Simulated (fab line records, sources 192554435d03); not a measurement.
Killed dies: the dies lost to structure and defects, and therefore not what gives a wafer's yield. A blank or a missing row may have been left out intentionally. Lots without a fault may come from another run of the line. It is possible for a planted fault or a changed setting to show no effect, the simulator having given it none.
Lot-split experiment	flow n5-finfet	7 lots, 39 wafers read, on a route of 1938 steps

== ON THE SPLIT ==
At N5_DUMMY_GATE_CVD_03 (deposits a-Si from SiH4, target thk 150 nm, time 8042 s), the setting temp-c was moved away from the recipe's 530 C on 36 of the 39 wafers read, by -3.8% to +4.5%. For the rest of the wafers, this setting stayed at what the recipe calls for.

Reading taken at the split's own step.

== THE READING ==
a-Si_of_DUMMY_GATE_CVD_03.thk-nm (the simulator's own value, which no gauge read), in nm, at N5_DUMMY_GATE_CVD_03 (deposits a-Si from SiH4, target thk 150 nm, time 8042 s). The file does not state a usual value for it. Across the 3 wafers here that went through the recipe, the average is 148.9 nm and the standard deviation 0.52 nm.

wafer	tool, chamber at the split	temp-c as run, C	against the recipe	a-Si_of_DUMMY_GATE_CVD_03.thk-nm, nm	against lot-mates on the recipe
L079.1	-, -	522.5	-1.4%	118.6	no lot-mate on the recipe
L079.5	-, -	522.5	-1.4%	118.6	no lot-mate on the recipe
L079.2	-, -	522.5	-1.4%	118.8	no lot-mate on the recipe
L079.3	-, -	522.5	-1.4%	119.4	no lot-mate on the recipe
L079.4	-, -	522.5	-1.4%	119.8	no lot-mate on the recipe
L079.6	-, -	522.5	-1.4%	118	no lot-mate on the recipe
L080.1	-, -	554.1	+4.5%	289	no lot-mate on the recipe
L080.2	-, -	554.1	+4.5%	286.6	no lot-mate on the recipe
L080.3	-, -	554.1	+4.5%	289.4	no lot-mate on the recipe
L080.4	-, -	554.1	+4.5%	288.2	no lot-mate on the recipe
L080.5	-, -	554.1	+4.5%	288.4	no lot-mate on the recipe
L080.6	-, -	554.1	+4.5%	288.6	no lot-mate on the recipe
L081.1	-, -	538.9	+1.7%	192.6	no lot-mate on the recipe
L081.2	-, -	538.9	+1.7%	192	no lot-mate on the recipe
L081.3	-, -	538.9	+1.7%	191.8	no lot-mate on the recipe
L081.6	-, -	538.9	+1.7%	191.8	no lot-mate on the recipe
L081.4	-, -	538.9	+1.7%	193	no lot-mate on the recipe
L081.5	-, -	538.9	+1.7%	192.8	no lot-mate on the recipe
L086.1	-, -	548.5	+3.5%	248.8	no lot-mate on the recipe
L086.2	-, -	548.5	+3.5%	247.4	no lot-mate on the recipe
L086.3	-, -	548.5	+3.5%	248.4	no lot-mate on the recipe
L086.4	-, -	548.5	+3.5%	247.2	no lot-mate on the recipe
L086.5	-, -	548.5	+3.5%	247.6	no lot-mate on the recipe
L086.6	-, -	548.5	+3.5%	246.8	no lot-mate on the recipe
L087.1	-, -	509.7	-3.8%	81.8	no lot-mate on the recipe
L087.4	-, -	509.7	-3.8%	81.8	no lot-mate on the recipe
L087.2	-, -	509.7	-3.8%	81	no lot-mate on the recipe
L087.3	-, -	509.7	-3.8%	81.4	no lot-mate on the recipe
L087.5	-, -	509.7	-3.8%	81.2	no lot-mate on the recipe
L087.6	-, -	509.7	-3.8%	82.2	no lot-mate on the recipe
L090.1	lpcvd-02, 0/90	530	recipe	149.6	-
L090.3	lpcvd-02, 0/100	530	recipe	148.4	-
L090.6	lpcvd-02, 0/114	530	recipe	148.6	-
L095.1	-, -	510.9	-3.6%	86.8	no lot-mate on the recipe
L095.2	-, -	510.9	-3.6%	87.6	no lot-mate on the recipe
L095.3	-, -	510.9	-3.6%	88.2	no lot-mate on the recipe
L095.4	-, -	510.9	-3.6%	87	no lot-mate on the recipe
L095.5	-, -	510.9	-3.6%	86.4	no lot-mate on the recipe
L095.6	-, -	510.9	-3.6%	87.8	no lot-mate on the recipe

FIT RESULTS
A straight line over all 39 wafers: a-Si_of_DUMMY_GATE_CVD_03.thk-nm changes by +23.9 nm for each +1% of temp-c; r = +0.99; the points scatter about the line by 11 nm.
Too few moved wafers with a lot-mate on the recipe to fit a line net of each lot's own level.

== THE WHOLE CHAIN: every reading that the file lists as answering this split, in the file's order ==
step	what it does	reading	change (the file's fit)	r (the file's)
N5_DUMMY_GATE_CVD_03	deposits a-Si from SiH4, target thk 150 nm, time 8042 s	a-Si_of_DUMMY_GATE_CVD_03.thk-nm (the simulator's own value, which no gauge read)	+23.9 nm for each +1% of the setting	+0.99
N5_DUMMY_GATE_CMP_04	polishes a-Si	time-to-endpoint-s	withheld for each +1% of the setting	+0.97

== FILE'S OWN FIT ==
a-Si_of_DUMMY_GATE_CVD_03.thk-nm changes by +23.9 nm for each +1% of temp-c, r = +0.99.
